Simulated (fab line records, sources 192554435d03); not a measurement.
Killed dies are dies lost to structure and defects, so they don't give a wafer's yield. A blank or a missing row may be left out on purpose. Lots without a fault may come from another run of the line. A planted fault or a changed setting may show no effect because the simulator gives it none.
Problem report in the 8D (eight disciplines) form, filled by code | flow n5_finfet | the parts of the form that need people (team, actions taken, sign-off) are left out

1. THE PROBLEM
barrier_field_endpoint_s at N5_BEOL_M8_CMP_52 reads a mean of 16.6 s on 2 wafers of 2 lots; wafers without a fault read 29.1 s with a standard deviation of 0.95. That is -13 standard deviations from the usual mean.
The step: polishes, stops on SiCOH lowk, t overpolish 6.9 s, target thk 80 nm.
First seen on wafer L548.3, day 11 13:29, on cmp-04. The record holds 29 wafers of 10 lots with a number at this step. Rule for "out", or "out of limits": more than 4 standard deviations from the usual mean. The other wafers with a number count as sound.

2. WHAT IT IS AND WHAT IT IS NOT
question                    | is                       | is not
which readings at this step | barrier_field_endpoint_s | edge_zone_pressure_frac, motor_current_A, pad_life_wafers
which lots                  | L548, L550               | L540, L544, L557, L558, L559, L560, L561, L562
which wafers of those lots  | L548.3, L550.3           | L548.6, L550.2, L550.4
read on which tools         | cmp-03, cmp-04           | cmp-02
when                        | from day 11 13:29        | up to then (7 sound wafers); but 20 sound wafers of L550, L557, L558, L559, L560, L561, L562 came after

3. SUSPECTS, AND WHAT RULES EACH OUT
Counting: a tool at a process step up to the reading stays a suspect if it ran every lot that is out. Sound lots after the first of them don't rule it out here, since some wafers of a struck lot are sound.
- pecvd-01 at N5_BEOL_M8_PECVD_70 (deposits SiO2 from TEOS/O2, target thk 20 nm, time 22.7 s): kept. It ran every lot that is out, first L548 (day 11 05:50); its last sound lot up to then is L544 (day 10 01:19).
Left after counting: pecvd-01 at N5_BEOL_M8_PECVD_70.

4. THE CAUSE (what the simulator had put in)
Process parameter drift: pecvd-01, from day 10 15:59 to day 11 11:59, at N5_BEOL_M8_PECVD_70. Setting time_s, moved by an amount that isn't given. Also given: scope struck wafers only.
Counting left only this tool.

5. THE CHAIN OF EFFECTS, in route order
Each row: a reading whose mean over the struck wafers that have a number lies more than 3 standard deviations from the usual. Only readings for which the record gives a usual standard deviation are gone through. hours: the time from each lot's start at the first step in this table that gives one to its start at this step, as a median over the lots. sigmas: the change in usual standard deviations.
hours | step              | reading                  | usual  | on struck wafers | change | sigmas
0     | N5_BEOL_M8_CMP_52 | barrier_field_endpoint_s | 29.1 s | 16.6             | -12.5  | -13
The process steps in it:
- N5_BEOL_M8_CMP_52: polishes, stops on SiCOH lowk, t overpolish 6.9 s, target thk 80 nm.
Later measuring or inspecting steps at which every struck wafer that the step has a row for has a number for every such reading, and none has moved that far: N5_BEOL_M9_THK_MEAS_01.

6. WHAT WOULD HAVE CAUGHT IT SOONER
In this record the first reading out of limits was taken at day 11 13:29, 22 hours after the fault began at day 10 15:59.
Of the tool readings at N5_BEOL_M8_PECVD_70 for which the record gives a usual standard deviation, none was out on any struck wafer, so an alarm limit of 4 standard deviations on them would not have fired.
All the lots that are out (2) had begun N5_BEOL_M8_PECVD_70 on pecvd-01 by day 11 13:29. A hold on the tool at that time would have spared none of them.
